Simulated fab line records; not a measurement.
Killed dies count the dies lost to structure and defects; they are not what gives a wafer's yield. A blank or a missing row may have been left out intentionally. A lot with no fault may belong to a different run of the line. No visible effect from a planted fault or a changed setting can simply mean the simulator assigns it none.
fab line records	flow nand-harc
record: lots: 11	wafers: 33	last-day: 33
route steps=1302 shown A_ZERO_WELL@403 A_ONON_D1@433 A_CHANNEL_HOLE_D1@473 END@1302
lots that met no fault: taken from a fault-free run of the same line
start-h: the number of hours between the record's first day and the start of the first shown wafer of the lot	wait-h: hours elapsed since this lot's preceding step	" repeats the value in the row above	L1.1+2: a single row standing in for several wafers	- no value, or no start given	* or withheld: withheld	< > ~ a bound
route shown NAME@n: a module of which the file shows steps, and the number in the route of the first	usual: mean and standard deviation over wafers with no fault	same: alike in all rows	chamber/n: place in a boat	sites: readings site by site	_std_site: the standard deviation of these	_edge_site: inner sites' mean taken away from outer sites' mean	radius-mm: how far each site lies from the wafer's centre	mask NAME#n: copy n	behind: the tool/chamber that last shaped the wafer	hold: the reason the lot was held/the length of the hold in hours/how it ended	device: transistor that didn't switch, given as n, p or np	end of line: tests of these same wafers at the route's end	step lacking rows: just its recipe	killed: at the first sort, the dies lost to defects and structure; wafer yield is something else	map: shows each die of a wafer: x if killed, . if not, _ if none is there
set.NAME: the run value of the setting; set.NAME@STEP: its run value at that earlier step	model.NAME: the simulator's own value behind a step, which no gauge read
a sample of lots followed through the steps of the route, with each step as a table and each wafer as a row
services: a tool's chamber out of use, with start hour (start-h, from the record's first day; less than 0 if before it), hours out, and reason
== steps ==
step: NHARC_A_ZERO_WELL_DESCUM_12
recipe: time-s: 3	o2-flow-sccm: 200	ar-flow-sccm: 0	bias-power-w: 0	chemistry: O2
usual: drypump-motor-current-A: 5.9/0.35	oes-product-au: 1.000/0.0087	rf-vpp-V: 57.4/0.89	showerhead-plenum-p-Torr: 1.85/0.049	throttle-valve-pct: 11.311/0.0098
lot.wafer	tool	chamber	start-h	wait-h	drypump-motor-current-A	oes-product-au	rf-hours-counter-h	rf-vpp-V	showerhead-plenum-p-Torr	throttle-valve-pct
L623.4	rie-diel-06	0	149.09	-	6.3	1.004	0	57.1	1.80	11.311
L623.2	"	3	"	"	5.9	1.005	0	57.9	1.86	11.313
L623.5	"	0	"	"	6.3	1.000	-	56.0	1.80	11.334
L624.4	rie-diel-08	1	154.02	-	6.6	1.006	19	58.1	1.90	11.315
L624.6	"	0	"	"	5.6	0.998	-	56.7	1.87	11.322
L624.5	"	1	"	"	6.6	1.000	-	56.9	1.90	11.304
L625.3	rie-diel-06	1	167.54	-	5.5	1.006	0	56.4	1.79	11.305
L625.2	"	3	"	"	5.9	0.989	1	57.8	1.85	11.301
L625.6	"	1	"	"	5.4	0.992	-	56.4	1.79	11.310
L626.3	rie-diel-06	3	183.08	-	5.9	1.007	1	56.7	1.85	11.323
L626.1	"	1	"	"	5.5	1.003	1	56.4	1.79	11.322
L626.6	"	2	"	"	5.9	1.007	-	57.0	1.86	11.318
L629.1	rie-diel-08	0	207.34	-	5.6	1.016	2	57.9	1.87	11.312
L629.4	"	2	"	"	5.7	0.998	-	58.6	1.87	11.291
L629.6	"	1	"	"	6.6	1.005	-	60.2	1.90	11.318
L630.2	rie-diel-01	3	224.62	-	5.8	0.990	2	55.9	1.83	11.309
L630.1	"	2	"	"	5.9	0.990	2	56.3	1.91	11.324
L630.5	"	0	"	"	5.7	0.996	-	57.2	1.96	11.330
L631.1	rie-diel-06	2	231.83	-	5.8	1.010	2	57.1	1.86	11.311
L631.4	"	1	"	"	5.5	1.009	2	57.4	1.79	11.300
L631.5	"	2	"	"	5.8	1.009	-	57.7	1.86	11.307
L634.4	rie-diel-08	1	261.92	-	6.6	1.005	13	58.0	1.90	11.296
L634.2	"	3	"	"	6.5	1.002	11	57.3	1.90	11.307
L634.6	"	1	"	"	6.6	1.008	-	57.2	1.89	11.301
L637.2	rie-diel-06	2	284.18	-	5.8	0.997	4	57.4	1.86	11.306
L637.1	"	0	"	"	6.3	0.994	4	56.6	1.80	11.319
L637.4	"	1	"	"	5.4	0.995	3	58.4	1.79	11.306
L641.1	rie-diel-01	3	324.40	-	5.8	1.009	36	56.6	1.82	11.301
L641.4	"	2	"	"	5.9	0.994	31	56.8	1.90	11.325
L641.6	"	3	"	"	5.8	1.005	-	57.5	1.82	11.299
L645.1	rie-diel-06	2	365.69	-	5.8	1.003	1	58.1	1.86	11.324
L645.2	"	3	"	"	5.9	1.026	1	57.9	1.85	11.302
L645.4	"	0	"	"	6.3	0.988	1	58.9	1.80	11.315
step: NHARC_A_ONON_D1_THK_MEAS_14
recipe: thk-meas-gauge: ellipsometry
usual: thk-nm: 1004/9.3
lot.wafer	tool	chamber	start-h	wait-h	thk-nm
L623.2	film-metro-02	-	173.10	-	988
L623.4	"	-	"	"	988
L623.5	"	-	"	"	987
L624.4	film-metro-01	-	182.60	-	995
L624.5	"	-	"	"	994
L624.6	"	-	"	"	994
L625.2	film-metro-02	-	191.88	-	1005
L625.3	"	-	"	"	1005
L625.6	"	-	"	"	1005
L626.1	film-metro-01	-	209.32	-	992
L626.3	"	-	"	"	993
L626.6	"	-	"	"	992
L629.1	film-metro-02	-	232.53	-	1019
L629.4	"	-	"	"	1020
L629.6	"	-	"	"	1019
L630.1	film-metro-01	-	249.16	-	1001
L630.2	"	-	"	"	1000
L630.5	"	-	"	"	1002
L631.1	film-metro-02	-	256.89	-	1003
L631.4	"	-	"	"	1003
L631.5	"	-	"	"	1004
L634.2	film-metro-02	-	284.39	-	1010
L634.4	"	-	"	"	1011
L634.6	"	-	"	"	1007
L637.1	film-metro-02	-	309.09	-	1012
L637.2	"	-	"	"	1013
L637.4	"	-	"	"	1012
L641.1	film-metro-02	-	348.82	-	1026
L641.4	"	-	"	"	1023
L641.6	"	-	"	"	1022
L645.1	film-metro-02	-	391.01	-	991
L645.2	"	-	"	"	991
L645.4	"	-	"	"	993
step: NHARC_A_CHANNEL_HOLE_D1_ETCH_21
recipe: bias-v: 3000	source-w: withheld	pressure-mtorr: 20	time-s: 514.3	ar-flow-sccm: 375	c4f8-flow-sccm: 89.3	o2-flow-sccm: 35.7	temp-c: -20	target-depth-a: 16000	chemistry: C4F8/O2/Ar
usual: drypump-motor-current-A: 5.9/0.68	he-backside-leak-sccm: 6.3/0.67	showerhead-plenum-p-Torr: 3.64/0.11	throttle-valve-pct: 32.153/0.0088
lot.wafer	tool	chamber	start-h	wait-h	drypump-motor-current-A	he-backside-leak-sccm	rf-hours-counter-h	showerhead-plenum-p-Torr	throttle-valve-pct
L623.2	har-etch-01	0	190.08	0.3	6.3	5.7	84	3.74	32.148
L623.4	"	0	"	"	6.3	5.9	-	3.74	32.159
L623.5	"	0	"	"	6.3	5.9	-	3.74	32.151
L624.4	har-etch-02	1	199.29	0.3	6.4	7.2	-	3.46	32.147
L624.5	"	1	"	"	6.4	6.9	-	3.46	32.137
L624.6	"	0	"	"	6.4	6.1	-	3.68	32.149
L625.2	har-etch-01	0	207.06	0.3	6.3	5.9	95	3.73	32.163
L625.3	"	1	"	"	4.8	5.7	-	3.70	32.151
L625.6	"	0	"	"	6.3	5.8	-	3.73	32.155
L626.1	har-etch-01	0	224.56	0.3	6.3	5.5	103	3.73	32.148
L626.3	"	1	"	"	4.8	5.8	-	3.69	32.141
L626.6	"	0	"	"	6.3	5.6	-	3.73	32.157
L629.1	har-etch-02	1	247.68	0.3	6.4	7.2	337	3.45	32.162
L629.4	"	0	"	"	6.5	6.1	-	3.67	32.146
L629.6	"	1	"	"	6.3	7.1	-	3.45	32.141
L630.2	har-etch-02	0	268.43	0.3	6.4	7.1	348	3.66	32.174
L630.1	"	1	"	"	6.4	7.1	348	3.44	32.149
L630.5	"	1	"	"	6.4	6.8	-	3.44	32.139
L631.1	har-etch-02	0	274.73	0.3	6.4	6.1	352	3.66	32.167
L631.4	"	0	"	"	6.4	7.0	-	3.66	32.157
L631.5	"	0	"	"	6.4	6.6	-	3.66	32.137
L634.2	har-etch-02	1	300.32	0.3	6.4	7.1	368	3.43	32.159
L634.4	"	1	"	"	6.4	7.0	-	3.43	32.152
L634.6	"	0	"	"	6.4	7.3	-	3.65	32.158
L637.2	har-etch-02	0	329.53	0.3	6.4	6.8	387	3.64	32.131
L637.1	"	1	"	"	6.4	7.7	387	3.42	32.148
L637.4	"	1	"	"	6.4	7.5	-	3.42	32.154
L641.1	har-etch-02	1	365.84	0.3	6.4	7.7	406	3.42	32.169
L641.4	"	1	"	"	6.4	7.6	-	3.41	32.153
L641.6	"	0	"	"	6.4	6.8	-	3.63	32.143
L645.2	har-etch-01	0	411.55	0.3	6.3	6.3	210	3.67	32.164
L645.1	"	1	"	"	4.8	6.1	210	3.63	32.158
L645.4	"	1	"	"	4.8	6.3	-	3.64	32.161
step: NHARC_A_CHANNEL_HOLE_D1_ETCH_26
recipe: bias-v: 300	source-w: 2000	pressure-mtorr: 30	time-s: 224.1	ar-flow-sccm: 375	c4f8-flow-sccm: 11.4	o2-flow-sccm: 113.6	temp-c: -20	target-depth-a: 3000	chemistry: C4F8/O2/Ar
usual: drypump-motor-current-A: 5.9/0.67	he-backside-leak-sccm: 6.3/0.64	showerhead-plenum-p-Torr: 3.68/0.12	throttle-valve-pct: 24.585/0.0092
lot.wafer	tool	chamber	start-h	wait-h	drypump-motor-current-A	he-backside-leak-sccm	rf-hours-counter-h	showerhead-plenum-p-Torr	throttle-valve-pct
L623.2	har-etch-01	0	193.40	0.7	6.3	5.5	87	3.78	24.578
L623.4	"	0	"	"	6.3	5.7	-	3.78	24.582
L623.5	"	0	"	"	6.3	5.5	-	3.78	24.586
L624.4	har-etch-02	1	202.57	0.5	6.4	7.1	-	3.50	24.579
L624.5	"	1	"	"	6.4	6.9	-	3.50	24.581
L624.6	"	0	"	"	6.4	6.3	-	3.72	24.575
L625.2	har-etch-01	0	210.41	0.7	6.3	5.9	98	3.78	24.585
L625.3	"	1	"	"	4.8	5.7	-	3.74	24.587
L625.6	"	0	"	"	6.3	5.5	-	3.78	24.585
L626.1	har-etch-01	0	227.93	0.7	6.3	6.1	106	3.77	24.573
L626.3	"	1	"	"	4.9	5.8	-	3.74	24.593
L626.6	"	0	"	"	6.3	5.8	-	3.77	24.601
L629.1	har-etch-02	1	251.05	0.7	6.4	7.0	340	3.48	24.579
L629.4	"	0	"	"	6.4	6.1	-	3.71	24.582
L629.6	"	1	"	"	6.3	7.0	-	3.48	24.575
L630.2	har-etch-02	0	271.79	0.7	6.4	6.8	352	3.70	24.605
L630.1	"	1	"	"	6.4	7.4	352	3.48	24.577
L630.5	"	1	"	"	6.3	7.1	-	3.47	24.581
L631.1	har-etch-02	0	278.06	0.6	6.4	6.9	355	3.70	24.579
L631.4	"	0	"	"	6.4	7.2	-	3.70	24.575
L631.5	"	0	"	"	6.4	6.7	-	3.70	24.601
L634.2	har-etch-02	1	303.68	0.7	6.4	7.2	371	3.46	24.597
L634.4	"	1	"	"	6.4	7.4	-	3.46	24.577
L634.6	"	0	"	"	6.4	7.0	-	3.69	24.585
L637.2	har-etch-02	0	332.87	0.7	6.4	6.5	390	3.68	24.588
L637.1	"	1	"	"	6.3	7.4	390	3.45	24.576
L637.4	"	1	"	"	6.3	7.7	-	3.45	24.584
L641.1	har-etch-02	1	369.21	0.7	6.3	7.7	409	3.44	24.564
L641.4	"	1	"	"	6.4	7.3	-	3.44	24.578
L641.6	"	0	"	"	6.4	6.6	-	3.67	24.582
L645.2	har-etch-01	0	414.92	0.7	6.3	6.2	213	3.71	24.591
L645.1	"	1	"	"	4.8	5.9	213	3.68	24.596
L645.4	"	1	"	"	4.8	5.7	-	3.68	24.572
step: NHARC_A_CHANNEL_HOLE_D1_INSPECT_40
usual: raw-defect-count: 68/26
lot.wafer	tool	chamber	start-h	wait-h	raw-defect-count
L623.2	defect-inspect-02	-	195.48	-	30
L623.4	"	-	"	"	38
L623.5	"	-	"	"	37
L624.4	defect-inspect-01	-	204.43	-	94
L624.5	"	-	"	"	109
L624.6	"	-	"	"	110
L625.2	defect-inspect-02	-	212.33	-	51
L625.3	"	-	"	"	40
L625.6	"	-	"	"	43
L626.1	defect-inspect-02	-	229.87	-	39
L626.3	"	-	"	"	44
L626.6	"	-	"	"	43
L629.1	defect-inspect-02	-	252.98	-	98
L629.4	"	-	"	"	96
L629.6	"	-	"	"	93
L630.1	defect-inspect-01	-	273.72	-	106
L630.2	"	-	"	"	78
L630.5	"	-	"	"	73
L631.1	defect-inspect-01	-	279.95	-	97
L631.4	"	-	"	"	104
L631.5	"	-	"	"	99
L634.2	defect-inspect-01	-	305.61	-	99
L634.4	"	-	"	"	130
L634.6	"	-	"	"	100
L637.1	defect-inspect-01	-	334.80	-	900
L637.2	"	-	"	"	852
L637.4	"	-	"	"	839
L641.1	defect-inspect-01	-	371.13	-	818
L641.4	"	-	"	"	814
L641.6	"	-	"	"	870
L645.1	defect-inspect-01	-	416.84	-	74
L645.2	"	-	"	"	58
L645.4	"	-	"	"	65
step: NHARC_END_SORT_01
recipe: temp-c: 25
usual: killed-at-array: 53/21	killed-at-other: 0.8/1.1	killed-at-periphery: 4.2/2.7	killed-dies: 58/22	killed-open: 3.4/1.9	killed-short: 2.5/1.6
same: gross-dies: 677
lot.wafer	tool	chamber	start-h	wait-h	killed-at-array	killed-at-other	killed-at-periphery	killed-dies	killed-open	killed-short
L637.1	prober-02	0	732.30	2.5	107	2	0	109	1	1
L637.2	prober-02	0	733.11	2.8	105	1	0	106	2	3
L637.4	prober-02	0	734.73	3.4	102	0	0	102	2	4
L641.1	prober-01	0	751.08	2.4	155	0	10	165	0	1
L641.4	prober-01	0	753.50	3.4	146	1	9	156	1	5
L641.6	prober-01	0	755.12	4.0	161	1	7	169	2	4
killed by level:class
L637.1 A_CHANNEL_HOLE_D1:unspecified=92 A_CHANNEL_HOLE_D1:chamber-film-flake=5 A_CHANNEL_FILL_D2:chamber-film-flake=2 A_CONTACT:chamber-film-flake=2 A_M0:chamber-film-flake=2 THIN_TSV:chamber-film-flake=2 A_DECK1_JOINT:geometric-particle:open=1 A_CHANNEL_FILL_D2:geometric-particle:short=1
L637.2 A_CHANNEL_HOLE_D1:unspecified=93 A_CHANNEL_HOLE_D1:chamber-film-flake=2 A_CONTACT:chamber-film-flake=2 A_SOURCE_PLATE:geometric-particle:short=1 A_WL_FILL:geometric-particle:open=1 A_WL_FILL:geometric-particle:short=1 A_M0:geometric-particle:open=1 A_M0:geometric-particle:short=1
L637.4 A_CHANNEL_HOLE_D1:unspecified=86 A_CHANNEL_HOLE_D1:chamber-film-flake=6 A_CHANNEL_HOLE_D1:geometric-particle:short=2 A_STAIRCASE:chamber-film-flake=2 A_ONON_D1:geometric-particle:open=1 A_DECK1_JOINT:geometric-particle:open=1 A_ONON_D2:geometric-particle:short=1 A_CHANNEL_HOLE_D2:geometric-particle:short=1
L641.1 A_CHANNEL_HOLE_D1:unspecified=87 A_SLIT:chamber-film-flake=36 A_CHANNEL_HOLE_D2:chamber-film-flake=17 A_CHANNEL_HOLE_D1:chamber-film-flake=8 P_CONTACT:chamber-film-flake=6 A_CONTACT:chamber-film-flake=4 P_ZERO_WELL:chamber-film-flake=3 A_CHANNEL_FILL_D2:geometric-particle:short=1
L641.4 A_CHANNEL_HOLE_D1:unspecified=81 A_CHANNEL_HOLE_D2:chamber-film-flake=26 A_SLIT:chamber-film-flake=19 A_CHANNEL_HOLE_D1:chamber-film-flake=6 A_CONTACT:chamber-film-flake=6 P_CONTACT:chamber-film-flake=5 A_ONON_D1:geometric-particle:short=2 A_SGD_CUT:geometric-particle:short=2
L641.6 A_CHANNEL_HOLE_D1:unspecified=91 A_SLIT:chamber-film-flake=26 A_CHANNEL_HOLE_D2:chamber-film-flake=21 A_CONTACT:chamber-film-flake=8 A_CHANNEL_HOLE_D1:chamber-film-flake=7 P_GATE:chamber-film-flake=4 P_CONTACT:chamber-film-flake=2 A_SOURCE_PLATE:geometric-particle:open=1
== services ==
tool	chamber	start-h	hours	kind
rie-diel-08	3	128.86	8.3	repair
rie-diel-06	-	130.20	9.0	pm
har-etch-01	-	140.56	0.6	repair
rie-diel-01	-	148.08	0.7	repair
rie-diel-06	1	160.22	5.6	repair
rie-diel-08	3	178.59	5.9	repair
rie-diel-06	1	185.04	2.6	repair
rie-diel-08	-	190.99	9.0	pm
rie-diel-08	3	206.84	9.3	repair
rie-diel-01	-	206.99	9.0	pm
rie-diel-06	-	208.96	1.1	repair
rie-diel-06	1	225.90	3.6	repair
rie-diel-08	0	235.90	17.6	repair
rie-diel-06	0	263.29	2.9	repair
rie-diel-08	2	275.95	4.6	repair
rie-diel-01	0	276.17	4.3	repair
rie-diel-06	0	287.33	4.5	repair
rie-diel-06	-	307.20	9.0	pm
rie-diel-06	1	319.90	3.0	repair
rie-diel-08	-	368.31	9.0	pm
har-etch-02	-	377.00	17.0	pm
rie-diel-08	1	380.00	3.8	repair
rie-diel-01	-	383.99	9.0	pm
rie-diel-08	1	396.40	8.0	repair
== key ==
first-sign: step: NHARC_A_CHANNEL_HOLE_D1_INSPECT_40	reading: raw-defect-count	direction: up	sigmas: 31	usual: 68	struck: 849
effect: step: NHARC_END_SORT_01	reading: killed-at-array	direction: up	sigmas: 3.6	usual: 53	struck: 129
more-kills-born-at: NHARC_A_CHANNEL_HOLE_D1_ETCH_26@har-etch-02: 371
met-at NHARC_A_CHANNEL_HOLE_D1_ETCH_26
struck-lots L637,L641
tester-left-out L637,L641
not-acting-at NHARC_A_ZERO_WELL_DESCUM_12,NHARC_A_ONON_D1_THK_MEAS_14,NHARC_A_CHANNEL_HOLE_D1_ETCH_21
onset-between 303.68 332.87
fault: kind: chamber-particle-source	tool: har-etch-02	chamber: -	onset-h: 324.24	steps: NHARC_A_CHANNEL_HOLE_D1_ETCH_26	rate-per-visit-cm2: 1.1684	end-h: 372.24
tester-left-out: of these lots the tester's yield and bins aren't shown, on N5 and GAA mostly nor the transistor test; their killed dies are dies lost to structure and defects alone, not to doping, threshold or leakage, so they don't give the yield
